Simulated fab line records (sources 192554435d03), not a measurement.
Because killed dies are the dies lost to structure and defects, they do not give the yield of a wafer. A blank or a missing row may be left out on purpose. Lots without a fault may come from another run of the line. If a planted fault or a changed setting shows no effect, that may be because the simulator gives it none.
fab line records | flow n5-finfet
record lots=6 | wafers=18 | last-day=17
route steps=1938 shown BEOL_M11@1561
lots that met no fault: from a run of the same line without faults
start-h: hours from the record's opening day to when the first of the lot's shown wafers began | wait-h: time in hours since the lot's previous step | " same as the row above | L1.1+2: one row covering several wafers at once | - either no value or no given start | * or withheld: withheld | < > ~ a bound
route shown NAME@n: names a module that has steps shown in the file, with the first one's number in the route | usual: mean and standard deviation over wafers with no fault | same: alike in all rows | chamber/n: place in a boat | sites: readings site by site | _std_site: their standard deviation | _edge_site: outer sites' mean less inner sites' | radius-mm: for every site, how far away it sits from the centre of the wafer | mask NAME#n: copy n | behind: the most recent tool/chamber to have shaped the wafer | hold: the reason the lot was held/the length of the hold in hours/how it ended | device: the n, p or np transistor that did not switch | end of line: tests of these same wafers at the route's end | for a step that has no rows: nothing shown but its recipe | killed: at the first sort, the dies lost to defects and structure; wafer yield is something else | map: a wafer's dies, marking killed ones x, the rest . and places with no die _
set.NAME: the setting the step ran with; set.NAME@STEP: the setting that earlier step ran with | model.NAME: the simulator's own value behind a step, which no gauge read
certain route steps with their lots: each step a table, each wafer a row
services: when a tool's chamber went out of use (start-h, in hours from the record's first day, below 0 if earlier), for how many hours, and the reason
## steps
# step N5_BEOL_M11_COAT_64
# recipe resist=SiARC | temp-c=220 | time-s=60 | spin-rpm=1500 | resist-thk-nm=30
# step N5_BEOL_M11_COAT_22
# recipe resist=CAR-ArF | spin-rpm=1500 | resist-thk-nm=90
# step N5_BEOL_M11_EBR_24
# recipe solvent=PGMEA | ebr-width-mm=1.5
# step N5_BEOL_M11_SOFTBAKE_23
# recipe temp-c=110 | time-s=60 | resist=CAR-ArF
# step N5_BEOL_M11_EXPOSE_25
# recipe mask-id=V10 | na=1.35 | source-shape=annular | sigma-inner=0.5 | sigma-outer=0.8 | polarization=unpolarized | dose-mj=85.5
# step N5_BEOL_M11_PEB_26
# recipe peb-temp-c=withheld | peb-time-s=60 | resist=CAR-ArF
# step N5_BEOL_M11_DEVELOP_27
# recipe develop-time-s=30 | developer=TMAH | resist=CAR-ArF | rinse-liquid=diw | dry=air-spin | dev-temp-c=23
# step N5_BEOL_M11_CD_MEAS_28
# recipe target-cd-nm=70 | landing-energy-ev=500 | detector=se-inlens | polarity=opening
# usual cd-nm=70.5/1.2
lot.wafer | tool      | chamber | start-h | wait-h | cd-nm
L517.1    | cd-sem-01 | 0       | 268.48  | -      | 72.4
L517.5    | "         | 0       | "       | "      | 73.1
L517.6    | "         | 0       | "       | "      | 71.3
L520.2    | cd-sem-01 | 0       | 285.62  | -      | 70.6
L520.4    | "         | 0       | "       | "      | 70.2
L520.5    | "         | 0       | "       | "      | 70.6
L524.2    | cd-sem-02 | 0       | 311.38  | -      | 71.8
L524.3    | "         | 0       | "       | "      | 70.8
L524.6    | "         | 0       | "       | "      | 70.4
L527.2    | cd-sem-01 | 0       | 328.97  | -      | 70.2
L527.4    | "         | 0       | "       | "      | 70.2
L527.6    | "         | 0       | "       | "      | 70.8
L530.1    | cd-sem-01 | 0       | 340.86  | -      | 70.7
L530.3    | "         | 0       | "       | "      | 71.0
L530.5    | "         | 0       | "       | "      | 70.9
L533.1    | cd-sem-03 | 0       | 358.63  | -      | 71.2
L533.3    | "         | 0       | "       | "      | 72.3
L533.4    | "         | 0       | "       | "      | 69.9
# step N5_BEOL_M11_OVL_MEAS_29
# recipe points-per-wafer=44
# usual V10_OVL=-0.5/0.58
lot.wafer | tool       | chamber | start-h | wait-h | V10_OVL[nm]
L517.1    | overlay-02 | 0       | 268.51  | 0.0    | -0.3
L517.5    | "          | 0       | "       | "      | -0.7
L517.6    | "          | 0       | "       | "      | -0.6
L520.2    | overlay-02 | 0       | 285.64  | 0.0    | -1.0
L520.4    | "          | 0       | "       | "      | -0.7
L520.5    | "          | 0       | "       | "      | -0.1
L524.2    | overlay-02 | 0       | 311.41  | 0.0    | -0.3
L524.3    | "          | 0       | "       | "      | -0.4
L524.6    | "          | 0       | "       | "      | -0.8
L527.2    | overlay-01 | 0       | 329.00  | 0.0    | 0.9
L527.4    | "          | 0       | "       | "      | -0.3
L527.6    | "          | 0       | "       | "      | -0.1
L530.1    | overlay-01 | 0       | 340.89  | 0.0    | -0.1
L530.3    | "          | 0       | "       | "      | -0.2
L530.5    | "          | 0       | "       | "      | 0.3
L533.1    | overlay-02 | 0       | 358.66  | 0.0    | -0.4
L533.3    | "          | 0       | "       | "      | -0.7
L533.4    | "          | 0       | "       | "      | 0.0
# step N5_BEOL_M11_INSPECT_30
# recipe mode=adi | inspect-instrument=brightfield
# usual raw-defect-count=451/110
lot.wafer | tool              | chamber | start-h | wait-h | raw-defect-count
L517.1    | defect-inspect-01 | -       | 268.54  | 0.0    | 325
L517.5    | "                 | -       | "       | "      | 358
L517.6    | "                 | -       | "       | "      | 282
L520.2    | defect-inspect-01 | -       | 285.67  | 0.0    | 344
L520.4    | "                 | -       | "       | "      | 248
L520.5    | "                 | -       | "       | "      | 358
L524.2    | defect-inspect-01 | -       | 311.43  | 0.0    | 455
L524.3    | "                 | -       | "       | "      | 499
L524.6    | "                 | -       | "       | "      | 414
L527.2    | defect-inspect-01 | -       | 329.02  | 0.0    | 451
L527.4    | "                 | -       | "       | "      | 432
L527.6    | "                 | -       | "       | "      | 497
L530.1    | defect-inspect-01 | -       | 340.91  | 0.0    | 527
L530.3    | "                 | -       | "       | "      | 624
L530.5    | "                 | -       | "       | "      | 327
L533.1    | defect-inspect-02 | -       | 358.69  | 0.0    | 319
L533.3    | "                 | -       | "       | "      | 460
L533.4    | "                 | -       | "       | "      | 329
# step N5_BEOL_M11_DESCUM_33
# recipe chemistry=O2 | time-s=7.9 | source-power-w=50 | bias-power-w=20 | pressure-mtorr=20 | rf-frequency-hz=2.712e+07 | temp-c=40 | resist=CAR-ArF | o2-flow-sccm=225
# usual drypump-motor-current-A=5.7/0.35 | oes-product-au=0.82/0.068 | rf-vpp-V=243.4/1.2 | showerhead-plenum-p-Torr=2.11/0.05 | throttle-valve-pct=20.29/0.27
lot.wafer | tool        | chamber | start-h | wait-h | drypump-motor-current-A | oes-product-au | rf-hours-counter-h | rf-vpp-V | showerhead-plenum-p-Torr | throttle-valve-pct
L517.1    | rie-diel-01 | 0       | 268.57  | 0.0    | 5.6                     | 0.94           | 5                  | 243.0    | 2.05                     | 20.09
L517.5    | "           | 1       | "       | "      | 5.7                     | 0.83           | -                  | 245.6    | 2.21                     | 20.52
L517.6    | "           | 2       | "       | "      | 5.8                     | 0.85           | -                  | 241.4    | 2.07                     | 20.81
L520.2    | rie-diel-04 | 2       | 285.70  | 0.0    | 6.0                     | 0.90           | 34                 | 244.3    | 2.14                     | 20.53
L520.4    | "           | 1       | "       | "      | 4.9                     | 0.73           | 202                | 245.0    | 2.14                     | 20.11
L520.5    | "           | 3       | "       | "      | 6.1                     | 0.80           | -                  | 242.7    | 2.12                     | 20.18
L524.2    | rie-diel-04 | 1       | 311.46  | 0.0    | 4.9                     | 0.73           | 209                | 245.9    | 2.14                     | 20.12
L524.3    | "           | 3       | "       | "      | 6.1                     | 0.78           | 153                | 243.2    | 2.11                     | 20.18
L524.6    | "           | 1       | "       | "      | 4.9                     | 0.72           | -                  | 245.2    | 2.14                     | 20.13
L527.2    | rie-diel-04 | 1       | 329.06  | 0.0    | 5.0                     | 0.71           | 214                | 244.3    | 2.14                     | 20.13
L527.4    | "           | 3       | "       | "      | 6.1                     | 0.78           | 159                | 243.2    | 2.11                     | 20.19
L527.6    | "           | 0       | "       | "      | 5.4                     | 0.71           | -                  | 244.6    | 2.13                     | 20.36
L530.1    | rie-diel-01 | 1       | 341.47  | 0.6    | 5.7                     | 0.79           | 110                | 245.9    | 2.20                     | 20.54
L530.3    | "           | 2       | "       | "      | 5.8                     | 0.83           | 84                 | 243.8    | 2.06                     | 20.86
L530.5    | "           | 2       | "       | "      | 5.8                     | 0.83           | -                  | 242.8    | 2.06                     | 20.84
L533.1    | rie-diel-05 | 3       | 359.01  | 0.3    | 5.8                     | 0.81           | 55                 | 242.9    | 2.11                     | 19.76
L533.3    | "           | 2       | "       | "      | 5.7                     | 0.83           | 77                 | 242.2    | 2.10                     | 20.10
L533.4    | "           | 0       | "       | "      | 5.0                     | 0.97           | 7                  | 243.1    | 2.15                     | 20.12
# step N5_BEOL_M11_ETCH_65
# recipe chemistry=CF4 | target=SiARC | target-depth-a=390 | mask-material=CAR-ArF | time-s=65 | ion-energy-ev=80 | pressure-mtorr=40 | source-w=545 | bias-w=36 | Ar_flow_sccm=100 | cf4-flow-sccm=100 | ends=cleared
# usual drypump-motor-current-A=5.7/0.35 | etch-rf-on-time-s=65.1/2.1 | oes-product-au=0.70/0.063 | rf-vpp-V=184.3/1.1 | showerhead-plenum-p-Torr=2.17/0.051 | throttle-valve-pct=15.50/0.21
lot.wafer | tool        | chamber | start-h | wait-h | drypump-motor-current-A | etch-rf-on-time-s | oes-product-au | rf-hours-counter-h | rf-vpp-V | showerhead-plenum-p-Torr | throttle-valve-pct
L517.1    | rie-diel-01 | 0       | 268.61  | 0.0    | 5.6                     | 64.0              | 0.81           | 5                  | 182.6    | 2.11                     | 15.37
L517.5    | "           | 1       | "       | "      | 5.7                     | 68.0              | 0.68           | -                  | 185.8    | 2.26                     | 15.66
L517.6    | "           | 2       | "       | "      | 5.8                     | 63.0              | 0.73           | -                  | 184.7    | 2.10                     | 15.79
L520.2    | rie-diel-04 | 2       | 285.74  | 0.0    | 6.0                     | 63.2              | 0.77           | 34                 | 184.5    | 2.16                     | 15.56
L520.4    | "           | 1       | "       | "      | 4.9                     | 62.7              | 0.62           | 202                | 184.2    | 2.18                     | 15.37
L520.5    | "           | 3       | "       | "      | 6.1                     | 63.7              | 0.67           | -                  | 184.4    | 2.17                     | 15.41
L524.2    | rie-diel-04 | 1       | 311.50  | 0.0    | 4.9                     | 62.6              | 0.62           | 209                | 184.9    | 2.18                     | 15.40
L524.3    | "           | 3       | "       | "      | 6.1                     | 63.1              | 0.66           | 153                | 183.2    | 2.17                     | 15.42
L524.6    | "           | 1       | "       | "      | 5.0                     | 63.0              | 0.61           | -                  | 184.1    | 2.18                     | 15.40
L527.2    | rie-diel-04 | 1       | 329.09  | 0.0    | 5.0                     | 63.1              | 0.61           | 214                | 184.7    | 2.17                     | 15.40
L527.4    | "           | 3       | "       | "      | 6.1                     | 63.8              | 0.66           | 159                | 183.8    | 2.17                     | 15.45
L527.6    | "           | 0       | "       | "      | 5.4                     | 66.5              | 0.60           | -                  | 185.4    | 2.21                     | 15.80
L530.1    | rie-diel-01 | 1       | 341.50  | 0.0    | 5.7                     | 67.2              | 0.67           | 110                | 185.1    | 2.25                     | 15.72
L530.3    | "           | 2       | "       | "      | 5.8                     | 62.9              | 0.71           | 84                 | 183.3    | 2.09                     | 15.83
L530.5    | "           | 2       | "       | "      | 5.8                     | 63.2              | 0.71           | -                  | 181.5    | 2.09                     | 15.81
L533.1    | rie-diel-05 | 3       | 359.05  | 0.0    | 5.8                     | 68.6              | 0.69           | 55                 | 184.7    | 2.20                     | 15.23
L533.3    | "           | 2       | "       | "      | 5.7                     | 66.6              | 0.69           | 77                 | 182.8    | 2.16                     | 15.41
L533.4    | "           | 0       | "       | "      | 5.0                     | 61.4              | 0.84           | 7                  | 184.6    | 2.19                     | 15.16
# step N5_BEOL_M11_ETCH_66
# recipe chemistry=N2/H2 | target=SOC | target-depth-a=1200 | overetch-a=240 | mask-material=SiARC | temp-c=40 | time-s=180 | ion-energy-ev=200 | pressure-mtorr=30 | source-w=840 | bias-w=150 | n2-flow-sccm=200 | h2-flow-sccm=200
# usual drypump-motor-current-A=5.7/0.35 | oes-product-au=0.66/0.057 | rf-vpp-V=524.7/2 | showerhead-plenum-p-Torr=2.56/0.069 | throttle-valve-pct=17.62/0.26
lot.wafer | tool        | chamber | start-h | wait-h | drypump-motor-current-A | oes-product-au | rf-hours-counter-h | rf-vpp-V | showerhead-plenum-p-Torr | throttle-valve-pct | model.etch.depth-nm | model.SiARC_of_BEOL_M11_COAT_64.thk-nm
L517.1    | rie-diel-01 | 0       | 268.66  | 0.0    | 5.6                     | 0.76           | 5                  | 523.6    | 2.48                     | 17.31              | 100.2               | 22.8
L517.5    | "           | 1       | "       | "      | 5.7                     | 0.67           | -                  | 527.3    | 2.68                     | 17.95              | 100.2               | 23.2
L517.6    | "           | 2       | "       | "      | 5.8                     | 0.68           | -                  | 522.8    | 2.47                     | 17.88              | 99.83               | 22.4
L520.2    | rie-diel-04 | 2       | 285.79  | 0.0    | 6.0                     | 0.72           | 34                 | 526.3    | 2.58                     | 17.76              | 99.9                | 22.6
L520.4    | "           | 1       | "       | "      | 5.0                     | 0.58           | 202                | 526.8    | 2.65                     | 17.77              | 99.82               | 22.4
L520.5    | "           | 3       | "       | "      | 6.1                     | 0.63           | -                  | 524.7    | 2.52                     | 17.23              | 99.91               | 22.2
L524.2    | rie-diel-04 | 1       | 311.55  | 0.0    | 4.9                     | 0.58           | 209                | 525.9    | 2.65                     | 17.80              | 99.7                | 22.4
L524.3    | "           | 3       | "       | "      | 6.1                     | 0.61           | 153                | 525.5    | 2.52                     | 17.23              | 94.78               | 24.8
L524.6    | "           | 1       | "       | "      | 4.9                     | 0.57           | -                  | 525.9    | 2.65                     | 17.78              | 99.64               | 22.4
L527.2    | rie-diel-04 | 1       | 329.14  | 0.0    | 4.9                     | 0.57           | 214                | 525.6    | 2.64                     | 17.79              | 100.4               | 22.6
L527.4    | "           | 3       | "       | "      | 6.1                     | 0.60           | 159                | 523.1    | 2.51                     | 17.25              | 93.73               | 25.2
L527.6    | "           | 0       | "       | "      | 5.5                     | 0.58           | -                  | 525.7    | 2.61                     | 17.79              | 100.6               | 23
L530.1    | rie-diel-01 | 1       | 341.55  | 0.0    | 5.7                     | 0.64           | 110                | 526.8    | 2.67                     | 18.00              | 100                 | 23
L530.3    | "           | 2       | "       | "      | 5.8                     | 0.66           | 84                 | 521.3    | 2.46                     | 17.92              | 100.1               | 22.4
L530.5    | "           | 2       | "       | "      | 5.8                     | 0.66           | -                  | 521.1    | 2.46                     | 17.93              | 100.1               | 22.4
L533.1    | rie-diel-05 | 3       | 359.10  | 0.0    | 5.8                     | 0.67           | 55                 | 525.6    | 2.56                     | 17.09              | 99.7                | 23.2
L533.3    | "           | 2       | "       | "      | 5.7                     | 0.68           | 77                 | 525.2    | 2.56                     | 17.53              | 99.63               | 22.6
L533.4    | "           | 0       | "       | "      | 5.0                     | 0.77           | 7                  | 524.2    | 2.60                     | 17.44              | 99.52               | 22.4
# step N5_BEOL_M11_STRIP_69
# recipe chemistry=N2/H2 | temp-c=40 | n2-flow-sccm=200 | h2-flow-sccm=200 | rf-frequency-hz=6e+07
## services
tool        | chamber | start-h | hours | kind
rie-diel-05 | -       | 266.35  | 15.6  | pm
rie-diel-01 | 2       | 279.08  | 5.3   | repair
rie-diel-05 | 0       | 301.90  | 5.6   | repair
rie-diel-05 | 0       | 319.78  | -     | clean
rie-diel-05 | 0       | 319.78  | -     | consumable-replace:focus-ring
rie-diel-05 | 0       | 319.78  | 18.1  | scheduled-down
rie-diel-05 | 0       | 319.78  | 18.1  | vent-cycle
rie-diel-01 | 3       | 339.32  | 3.9   | repair
rie-diel-05 | 1       | 352.70  | 1.2   | repair
rie-diel-01 | 2       | 358.50  | 3.5   | repair
## key
first-sign none at tools or gauges
model-effect step=N5_BEOL_M11_ETCH_66 | value=etch.depth-nm | without=99.81 | struck=94.26
met-at N5_BEOL_M11_ETCH_66
struck-wafers L524.3,L527.4
later-rows-left-out L527.4
sort-left-out L524.3,L527.4
onset-between 285.79 311.55
fault kind=process-parameter-drift | tool=rie-diel-04 | chamber=3 | onset-h=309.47 | steps=N5_BEOL_M11_ETCH_66 | channel=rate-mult | offset=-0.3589 | shape=step | end-h=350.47
# sort-left-out: the simulated sort isn't trusted on such a fault, so these wafers' sort isn't shown, and their yield isn't known
# later-rows-left-out: the simulator's readings of these wafers behind a module that went badly wrong aren't trusted and aren't shown, but for the sort
